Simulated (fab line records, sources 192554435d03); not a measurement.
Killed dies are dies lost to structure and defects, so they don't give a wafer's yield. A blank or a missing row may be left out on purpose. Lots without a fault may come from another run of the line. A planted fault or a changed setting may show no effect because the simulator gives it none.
Which tool did it? | flow n5_finfet | 23 lots, 69 wafers sampled, at 6 steps of a route of 1938

WHAT THE GAUGES READ, wafer by wafer
The record holds no reading of a measuring or inspecting step that can be judged against a usual standard deviation.

WHICH TOOL RAN EACH LOT (tool, then ch and the chambers of the sampled wafers, then the start)
lot  | N5_BEOL_M0_SAQP_ETCH_88            | N5_BEOL_M0_PRE_CLEAN_113     | N5_BEOL_M0_ANNEAL_117        | N5_BEOL_M0_SPUTTER_132       | N5_BEOL_M0_CMP_120            | N5_BEOL_M1_HM_DEP_02
L074 | rie_diel-04 ch 2,3, day 5 20:13    | pvd_sputter-02, day 6 00:04  | pvd_sputter-03, day 6 00:55  | pvd_sputter-03, day 6 00:58  | cmp-04 ch 0,1,3, day 6 01:44  | pvd_sputter-02, day 6 02:33
L075 | rie_diel-05 ch 0,2,3, day 6 01:38  | pvd_sputter-03, day 6 04:37  | pvd_sputter-02, day 6 05:11  | pvd_sputter-02, day 6 05:14  | cmp-03 ch 1,2,3, day 6 06:04  | pvd_sputter-02, day 6 08:54
L076 | rie_diel-01 ch 0,2, day 6 05:17    | pvd_sputter-01, day 6 09:26  | pvd_sputter-02, day 6 10:26  | pvd_sputter-02, day 6 10:29  | cmp-01 ch 0,1,2, day 6 12:23  | pvd_sputter-03, day 6 14:07
L077 | rie_diel-01 ch 0,1, day 6 10:25    | pvd_sputter-03, day 6 13:29  | pvd_sputter-01, day 6 15:58  | pvd_sputter-01, day 6 16:00  | cmp-03 ch 1,3, day 6 16:46    | pvd_sputter-02, day 6 18:15
L078 | rie_diel-05 ch 1,2,3, day 6 14:46  | pvd_sputter-01, day 6 19:14  | pvd_sputter-03, day 6 19:58  | pvd_sputter-03, day 6 20:00  | cmp-03 ch 0,3, day 6 21:56    | pvd_sputter-01, day 7 00:21
L079 | rie_diel-04 ch 0,1, day 6 21:52    | pvd_sputter-01, day 7 02:16  | pvd_sputter-02, day 7 02:55  | pvd_sputter-02, day 7 02:58  | cmp-01 ch 1,2, day 7 03:46    | pvd_sputter-01, day 7 05:28
L080 | rie_diel-01 ch 0,3, day 7 01:01    | pvd_sputter-01, day 7 05:41  | pvd_sputter-03, day 7 06:30  | pvd_sputter-03, day 7 06:32  | cmp-03 ch 0,2, day 7 07:21    | pvd_sputter-03, day 7 08:56
L081 | rie_diel-04 ch 1,2,3, day 7 06:43  | pvd_sputter-01, day 7 12:55  | pvd_sputter-02, day 7 13:32  | pvd_sputter-02, day 7 13:35  | cmp-03 ch 0,2,3, day 7 14:21  | pvd_sputter-03, day 7 16:44
L082 | rie_diel-04 ch 1,2, day 7 18:25    | pvd_sputter-01, day 8 07:29  | pvd_sputter-01, day 8 08:07  | pvd_sputter-01, day 8 08:09  | cmp-04 ch 0,1,3, day 8 09:13  | pvd_sputter-01, day 8 10:41
L083 | rie_diel-04 ch 0,1, day 7 23:29    | pvd_sputter-01, day 8 09:26  | pvd_sputter-01, day 8 10:02  | pvd_sputter-01, day 8 10:05  | cmp-03 ch 1,3, day 8 10:51    | pvd_sputter-01, day 8 11:47
L084 | rie_diel-04 ch 0,3, day 8 05:36    | pvd_sputter-01, day 8 10:55  | pvd_sputter-02, day 8 11:32  | pvd_sputter-02, day 8 11:35  | cmp-04 ch 0,3, day 8 12:20    | pvd_sputter-03, day 8 13:25
L085 | rie_diel-04 ch 0,3, day 8 08:25    | pvd_sputter-01, day 8 16:19  | pvd_sputter-02, day 8 16:57  | pvd_sputter-02, day 8 16:59  | cmp-04 ch 1,3, day 8 17:46    | pvd_sputter-03, day 8 19:14
L086 | rie_diel-04 ch 0,3, day 9 00:24    | pvd_sputter-02, day 9 05:10  | pvd_sputter-02, day 9 06:08  | pvd_sputter-02, day 9 06:11  | cmp-04 ch 0,1,3, day 9 06:58  | pvd_sputter-03, day 9 08:47
L087 | rie_diel-01 ch 0,1,3, day 9 03:23  | pvd_sputter-03, day 9 08:18  | pvd_sputter-03, day 9 08:58  | pvd_sputter-03, day 9 09:00  | cmp-04 ch 1,2,3, day 9 09:44  | pvd_sputter-01, day 9 10:56
L088 | rie_diel-01 ch 0,2,3, day 9 06:38  | pvd_sputter-03, day 9 09:26  | pvd_sputter-01, day 9 10:07  | pvd_sputter-01, day 9 10:09  | cmp-01 ch 1,2, day 9 10:53    | pvd_sputter-02, day 9 11:49
L090 | rie_diel-05 ch 1,3, day 9 20:01    | pvd_sputter-03, day 10 00:34 | pvd_sputter-03, day 10 01:22 | pvd_sputter-03, day 10 01:25 | cmp-03 ch 0,2,3, day 10 02:19 | pvd_sputter-02, day 10 05:05
L091 | rie_diel-05 ch 2,3, day 9 23:36    | pvd_sputter-03, day 10 02:31 | pvd_sputter-02, day 10 04:38 | pvd_sputter-02, day 10 04:41 | cmp-03 ch 0,1,3, day 10 05:27 | pvd_sputter-02, day 10 08:12
L092 | rie_diel-04 ch 0,2, day 10 07:23   | pvd_sputter-02, day 10 12:49 | pvd_sputter-01, day 10 13:56 | pvd_sputter-01, day 10 13:58 | cmp-04 ch 0,1,2, day 10 14:46 | pvd_sputter-02, day 10 15:53
L093 | rie_diel-05 ch 0,1,3, day 10 11:41 | pvd_sputter-02, day 10 15:26 | pvd_sputter-01, day 10 16:17 | pvd_sputter-01, day 10 16:20 | cmp-04 ch 2,3, day 10 17:04   | pvd_sputter-02, day 10 21:01
L094 | rie_diel-01 ch 1,2,3, day 10 13:52 | pvd_sputter-02, day 10 21:23 | pvd_sputter-02, day 10 22:05 | pvd_sputter-02, day 10 22:07 | cmp-04 ch 1,2, day 11 00:17   | pvd_sputter-02, day 11 01:55
L095 | rie_diel-01 ch 1,2,3, day 11 01:16 | pvd_sputter-03, day 11 05:40 | pvd_sputter-02, day 11 06:25 | pvd_sputter-02, day 11 06:27 | cmp-04 ch 0,1,3, day 11 07:13 | pvd_sputter-01, day 11 07:58
L096 | rie_diel-04 ch 0,1, day 11 05:50   | pvd_sputter-01, day 11 09:02 | pvd_sputter-03, day 11 10:02 | pvd_sputter-03, day 11 10:04 | cmp-01 ch 0,1,2, day 11 10:53 | pvd_sputter-03, day 11 14:01
L097 | rie_diel-01 ch 1,2,3, day 11 08:38 | pvd_sputter-01, day 11 14:26 | pvd_sputter-02, day 11 15:15 | pvd_sputter-02, day 11 15:17 | cmp-04 ch 0,3, day 11 16:13   | pvd_sputter-01, day 11 18:02
- N5_BEOL_M0_SAQP_ETCH_88: etches underlayer in N2/H2, target depth 6.5 nm, time 5.2 s.
- N5_BEOL_M0_PRE_CLEAN_113: time 30 s.
- N5_BEOL_M0_ANNEAL_117: time 60 s.
- N5_BEOL_M0_SPUTTER_132: material Cu, target thk 4 nm, time 7.37 s.
- N5_BEOL_M0_CMP_120: polishes, stops on SiOC, t overpolish 6.9 s.
- N5_BEOL_M1_HM_DEP_02: deposits TiN, target thk 20 nm.

WHAT THE TOOLS THEMSELVES READ (means of the sampled wafers that have a number; where no wafer has one, the mark that the record gives instead)
N5_BEOL_M0_SAQP_ETCH_88. Usual: drypump_motor_current_A 5.7 A, standard deviation 0.38; etch_rf_on_time_s 5.21 s, standard deviation 0.17; oes_product_au 0.69 a.u., standard deviation 0.068; rf_vpp_V 525.2 V, standard deviation 2.1; showerhead_plenum_p_Torr 2.58 Torr, standard deviation 0.067; throttle_valve_pct 17.66 %, standard deviation 0.26.
lot  | tool        | drypump_motor_current_A (A) | etch_rf_on_time_s (s) | oes_product_au (a.u.) | rf_vpp_V (V) | showerhead_plenum_p_Torr (Torr) | throttle_valve_pct (%) | flag
L074 | rie_diel-04 | 6.0                         | 5.04                  | 0.64                  | 525.2        | 2.57                            | 17.77                  |
L075 | rie_diel-05 | 5.5                         | 5.24                  | 0.69                  | 526.0        | 2.60                            | 17.55                  |
L076 | rie_diel-01 | 5.7                         | 5.20                  | 0.65                  | 522.9        | 2.49                            | 17.78                  |
L077 | rie_diel-01 | 5.7                         | 5.41                  | 0.68                  | 526.9        | 2.63                            | 17.85                  |
L078 | rie_diel-05 | 5.7                         | 5.32                  | 0.72                  | 525.5        | 2.59                            | 17.52                  |
L079 | rie_diel-04 | 5.1                         | 5.10                  | 0.65                  | 526.3        | 2.66                            | 17.71                  |
L080 | rie_diel-01 | 5.8                         | 5.31                  | 0.59                  | 521.9        | 2.50                            | 17.79                  |
L081 | rie_diel-04 | 5.7                         | 5.07                  | 0.65                  | 524.9        | 2.60                            | 17.67                  |
L082 | rie_diel-04 | 5.3                         | 5.08                  | 0.62                  | 526.8        | 2.64                            | 17.85                  |
L083 | rie_diel-04 | 5.3                         | 5.21                  | 0.64                  | 526.5        | 2.64                            | 17.71                  |
L084 | rie_diel-04 | 5.6                         | 5.26                  | 0.65                  | 524.9        | 2.60                            | 17.55                  |
L085 | rie_diel-04 | 5.6                         | 5.16                  | 0.65                  | 526.0        | 2.60                            | 17.55                  |
L086 | rie_diel-04 | 5.9                         | 5.11                  | 0.68                  | 524.7        | 2.56                            | 17.38                  |
L087 | rie_diel-01 | 5.8                         | 5.25                  | 0.70                  | 524.6        | 2.56                            | 17.75                  |
L088 | rie_diel-01 | 5.9                         | 5.12                  | 0.71                  | 521.5        | 2.49                            | 17.76                  |
L090 | rie_diel-05 | 5.7                         | 5.33                  | 0.73                  | 524.4        | 2.58                            | 17.49                  |
L091 | rie_diel-05 | 5.8                         | 5.54                  | 0.74                  | 524.6        | 2.58                            | 17.20                  |
L092 | rie_diel-04 | 5.8                         | 5.13                  | 0.74                  | 525.7        | 2.59                            | 17.75                  |
L093 | rie_diel-05 | 5.5                         | 5.31                  | 0.69                  | 525.5        | 2.59                            | 17.52                  |
L094 | rie_diel-01 | 5.9                         | 5.24                  | 0.74                  | 525.4        | 2.56                            | 17.80                  |
L095 | rie_diel-01 | 5.9                         | 5.20                  | 0.73                  | 525.5        | 2.56                            | 17.82                  |
L096 | rie_diel-04 | 5.1                         | 5.15                  | 0.62                  | 526.0        | 2.64                            | 17.77                  |
L097 | rie_diel-01 | 5.9                         | 5.30                  | 0.72                  | 524.3        | 2.55                            | 17.81                  |

N5_BEOL_M0_PRE_CLEAN_113. Usual: heater_power_w 329 W, standard deviation 14; susceptor_temp_C 250.03 C, standard deviation 0.17.
lot  | tool           | heater_power_w (W) | susceptor_temp_C (C) | flag
L074 | pvd_sputter-02 | 330                | 249.96               |
L075 | pvd_sputter-03 | 336                | 249.97               |
L076 | pvd_sputter-01 | 330                | 249.91               |
L077 | pvd_sputter-03 | 327                | 250.06               |
L078 | pvd_sputter-01 | 328                | 250.14               |
L079 | pvd_sputter-01 | 336                | 250.22               |
L080 | pvd_sputter-01 | 326                | 250.04               |
L081 | pvd_sputter-01 | 325                | 249.93               |
L082 | pvd_sputter-01 | 327                | 249.90               |
L083 | pvd_sputter-01 | 327                | 249.99               |
L084 | pvd_sputter-01 | 324                | 250.01               |
L085 | pvd_sputter-01 | 323                | 249.99               |
L086 | pvd_sputter-02 | 332                | 250.17               |
L087 | pvd_sputter-03 | 330                | 249.90               |
L088 | pvd_sputter-03 | 324                | 250.12               |
L090 | pvd_sputter-03 | 333                | 249.86               |
L091 | pvd_sputter-03 | 325                | 250.14               |
L092 | pvd_sputter-02 | 312                | 250.16               |
L093 | pvd_sputter-02 | 319                | 249.98               |
L094 | pvd_sputter-02 | 335                | 249.99               |
L095 | pvd_sputter-03 | 329                | 250.12               |
L096 | pvd_sputter-01 | 332                | 250.19               |
L097 | pvd_sputter-01 | 331                | 249.95               |

N5_BEOL_M0_ANNEAL_117. Usual: heater_power_w 825 W, standard deviation 39; susceptor_temp_C 399.98 C, standard deviation 0.22.
lot  | tool           | heater_power_w (W) | susceptor_temp_C (C) | flag
L074 | pvd_sputter-03 | 836                | 400.35               |
L075 | pvd_sputter-02 | 817                | 399.88               |
L076 | pvd_sputter-02 | 821                | 400.02               |
L077 | pvd_sputter-01 | 832                | 400.00               |
L078 | pvd_sputter-03 | 831                | 400.13               |
L079 | pvd_sputter-02 | 873                | 399.94               |
L080 | pvd_sputter-03 | 834                | 400.11               |
L081 | pvd_sputter-02 | 815                | 400.18               |
L082 | pvd_sputter-01 | 837                | 400.07               |
L083 | pvd_sputter-01 | 834                | 399.75               |
L084 | pvd_sputter-02 | 791                | 399.92               |
L085 | pvd_sputter-02 | 831                | 399.92               |
L086 | pvd_sputter-02 | 836                | 399.78               |
L087 | pvd_sputter-03 | 853                | 399.99               |
L088 | pvd_sputter-01 | 827                | 400.10               |
L090 | pvd_sputter-03 | 824                | 399.91               |
L091 | pvd_sputter-02 | 776                | 399.84               |
L092 | pvd_sputter-01 | 800                | 399.75               |
L093 | pvd_sputter-01 | 809                | 399.88               |
L094 | pvd_sputter-02 | 811                | 400.19               |
L095 | pvd_sputter-02 | 817                | 399.72               |
L096 | pvd_sputter-03 | 860                | 399.90               |
L097 | pvd_sputter-02 | 838                | 400.09               |

N5_BEOL_M0_SPUTTER_132. Usual: chamber_pressure_pa 0.06998 Pa, standard deviation 0.00014; substrate_temp_c -19.99 C, standard deviation 0.11; susceptor_temp_C -20.00 C, standard deviation 0.099; throttle_valve_pct 29.7 %, standard deviation 0.72.
lot  | tool           | chamber_pressure_pa (Pa) | substrate_temp_c (C) | susceptor_temp_C (C) | throttle_valve_pct (%) | flag
L074 | pvd_sputter-03 | 0.07005                  | -20.04               | -20.03               | 29.9                   |
L075 | pvd_sputter-02 | 0.06998                  | -19.94               | -19.93               | 29.8                   |
L076 | pvd_sputter-02 | 0.06996                  | -19.94               | -20.01               | 29.4                   |
L077 | pvd_sputter-01 | 0.06999                  | -19.92               | -20.05               | 29.5                   |
L078 | pvd_sputter-03 | 0.06995                  | -20.00               | -20.10               | 30.3                   |
L079 | pvd_sputter-02 | 0.06999                  | -20.05               | -19.81               | 29.1                   |
L080 | pvd_sputter-03 | 0.06992                  | -20.06               | -20.03               | 30.2                   |
L081 | pvd_sputter-02 | 0.06999                  | -20.06               | -19.99               | 29.7                   |
L082 | pvd_sputter-01 | 0.06987                  | -20.04               | -19.99               | 29.5                   |
L083 | pvd_sputter-01 | 0.07009                  | -19.98               | -20.03               | 29.1                   |
L084 | pvd_sputter-02 | 0.06989                  | -19.95               | -19.99               | 29.9                   |
L085 | pvd_sputter-02 | 0.06994                  | -20.05               | -20.03               | 30.0                   |
L086 | pvd_sputter-02 | 0.07002                  | -19.91               | -20.03               | 29.5                   |
L087 | pvd_sputter-03 | 0.06995                  | -19.92               | -20.00               | 30.5                   |
L088 | pvd_sputter-01 | 0.07012                  | -19.96               | -19.99               | 29.0                   |
L090 | pvd_sputter-03 | 0.06998                  | -19.98               | -20.03               | 30.0                   |
L091 | pvd_sputter-02 | 0.06987                  | -19.78               | -19.97               | 29.6                   |
L092 | pvd_sputter-01 | 0.06982                  | -20.02               | -20.03               | 29.2                   |
L093 | pvd_sputter-01 | 0.06999                  | -19.85               | -20.06               | 29.4                   |
L094 | pvd_sputter-02 | 0.07004                  | -20.06               | -19.97               | 29.2                   |
L095 | pvd_sputter-02 | 0.06992                  | -20.05               | -19.91               | 30.0                   |
L096 | pvd_sputter-03 | 0.06998                  | -20.06               | -20.02               | 30.7                   |
L097 | pvd_sputter-02 | 0.06999                  | -20.05               | -19.96               | 29.9                   |

N5_BEOL_M0_CMP_120. Usual: barrier_field_endpoint_s 3.58 s, standard deviation 0.15; motor_current_A 6.1 A, standard deviation 0.69; overpolish_run_s 6.899 s, standard deviation 0.0087; slurry_filter_dp_kPa 13.50 kPa, standard deviation 0.13; time_to_endpoint_s 62 s, standard deviation 4.5.
lot  | tool   | barrier_field_endpoint_s (s) | motor_current_A (A) | overpolish_run_s (s) | slurry_filter_dp_kPa (kPa) | time_to_endpoint_s (s) | flag
L074 | cmp-04 | 3.65                         | 5.9                 | 6.900                | 13.46                      | 63                     |
L075 | cmp-03 | 3.56                         | 6.2                 | 6.895                | 13.45                      | 60                     |
L076 | cmp-01 | 3.65                         | 6.5                 | 6.898                | 13.40                      | 63                     |
L077 | cmp-03 | 3.63                         | 6.0                 | 6.902                | 13.50                      | 62                     |
L078 | cmp-03 | 3.69                         | 6.5                 | 6.909                | 13.54                      | 61                     |
L079 | cmp-01 | 3.37                         | 6.9                 | 6.893                | 13.50                      | 61                     |
L080 | cmp-03 | 3.28                         | 5.8                 | 6.904                | 13.50                      | 57                     |
L081 | cmp-03 | 3.68                         | 6.3                 | 6.898                | 13.51                      | 57                     |
L082 | cmp-04 | 3.46                         | 6.0                 | 6.895                | 13.54                      | 61                     |
L083 | cmp-03 | 3.56                         | 6.0                 | 6.901                | 13.52                      | 61                     |
L084 | cmp-04 | 3.61                         | 5.9                 | 6.893                | 13.40                      | 58                     |
L085 | cmp-04 | 3.54                         | 5.1                 | 6.903                | 13.56                      | 57                     |
L086 | cmp-04 | 3.52                         | 5.9                 | 6.902                | 13.51                      | 61                     |
L087 | cmp-04 | 3.61                         | 5.8                 | 6.894                | 13.63                      | 60                     |
L088 | cmp-01 | 3.54                         | 6.6                 | 6.906                | 13.48                      | 69                     |
L090 | cmp-03 | 3.52                         | 6.3                 | 6.898                | 13.33                      | 56                     |
L091 | cmp-03 | 3.39                         | 5.9                 | 6.911                | 13.46                      | 58                     |
L092 | cmp-04 | 3.50                         | 6.1                 | 6.906                | 13.59                      | 62                     |
L093 | cmp-04 | 3.71                         | 6.2                 | 6.900                | 13.53                      | 64                     |
L094 | cmp-04 | 3.55                         | 5.6                 | 6.901                | 13.53                      | 65                     |
L095 | cmp-04 | 3.78                         | 5.7                 | 6.904                | 13.41                      | 66                     |
L096 | cmp-01 | 3.53                         | 6.8                 | 6.900                | 13.50                      | 65                     |
L097 | cmp-04 | 3.64                         | 6.0                 | 6.891                | 13.49                      | 67                     |

N5_BEOL_M1_HM_DEP_02. Usual: chamber_pressure_pa 0.5000 Pa, standard deviation 0.001; substrate_temp_c 24.99 C, standard deviation 0.11; susceptor_temp_C 25.01 C, standard deviation 0.1; throttle_valve_pct 29.7 %, standard deviation 0.75.
lot  | tool           | chamber_pressure_pa (Pa) | substrate_temp_c (C) | susceptor_temp_C (C) | throttle_valve_pct (%) | flag
L074 | pvd_sputter-02 | 0.4988                   | 24.98                | 25.00                | 29.9                   |
L075 | pvd_sputter-02 | 0.4999                   | 24.98                | 25.07                | 29.7                   |
L076 | pvd_sputter-03 | 0.4996                   | 25.01                | 24.94                | 30.4                   |
L077 | pvd_sputter-02 | 0.4996                   | 25.05                | 25.04                | 29.2                   |
L078 | pvd_sputter-01 | 0.4990                   | 25.02                | 24.96                | 29.1                   |
L079 | pvd_sputter-01 | 0.5003                   | 24.88                | 25.01                | 29.1                   |
L080 | pvd_sputter-03 | 0.5009                   | 25.00                | 25.05                | 30.5                   |
L081 | pvd_sputter-03 | 0.5008                   | 24.93                | 25.04                | 30.7                   |
L082 | pvd_sputter-01 | 0.4995                   | 24.99                | 25.01                | 29.1                   |
L083 | pvd_sputter-01 | 0.5008                   | 25.13                | 25.04                | 29.3                   |
L084 | pvd_sputter-03 | 0.4995                   | 24.99                | 24.89                | 30.7                   |
L085 | pvd_sputter-03 | 0.5002                   | 25.04                | 25.03                | 29.6                   |
L086 | pvd_sputter-03 | 0.5005                   | 25.04                | 25.02                | 30.3                   |
L087 | pvd_sputter-01 | 0.5008                   | 24.94                | 25.02                | 29.1                   |
L088 | pvd_sputter-02 | 0.5000                   | 24.99                | 24.99                | 29.5                   |
L090 | pvd_sputter-02 | 0.4998                   | 25.05                | 25.02                | 29.8                   |
L091 | pvd_sputter-02 | 0.5001                   | 24.91                | 25.03                | 29.8                   |
L092 | pvd_sputter-02 | 0.5003                   | 25.10                | 25.00                | 29.6                   |
L093 | pvd_sputter-02 | 0.4995                   | 25.03                | 25.01                | 29.8                   |
L094 | pvd_sputter-02 | 0.5006                   | 24.96                | 24.97                | 29.3                   |
L095 | pvd_sputter-01 | 0.5001                   | 24.97                | 25.05                | 29.0                   |
L096 | pvd_sputter-03 | 0.5004                   | 25.10                | 24.98                | 30.2                   |
L097 | pvd_sputter-01 | 0.4988                   | 24.95                | 25.01                | 29.1                   |

THE ANSWER, worked out from the rows above alone
Rule: a lot is off if the mean of its wafers that have a number lies more than 3 standard deviations from the usual mean. A lot without any number at a reading at which 4 lots or more have one is off too. The other lots that the step has rows for count as sound. The gauges are gone through in route order, then the tools' own readings, and for those a lot's mean is taken as printed above. The first step at which some lot is off is used, and at that step the reading that is off furthest; a lot without a number counts as furthest.
No lot is off at any reading shown: from this, nothing can be told.

WHAT THE SIMULATOR HAD PUT IN
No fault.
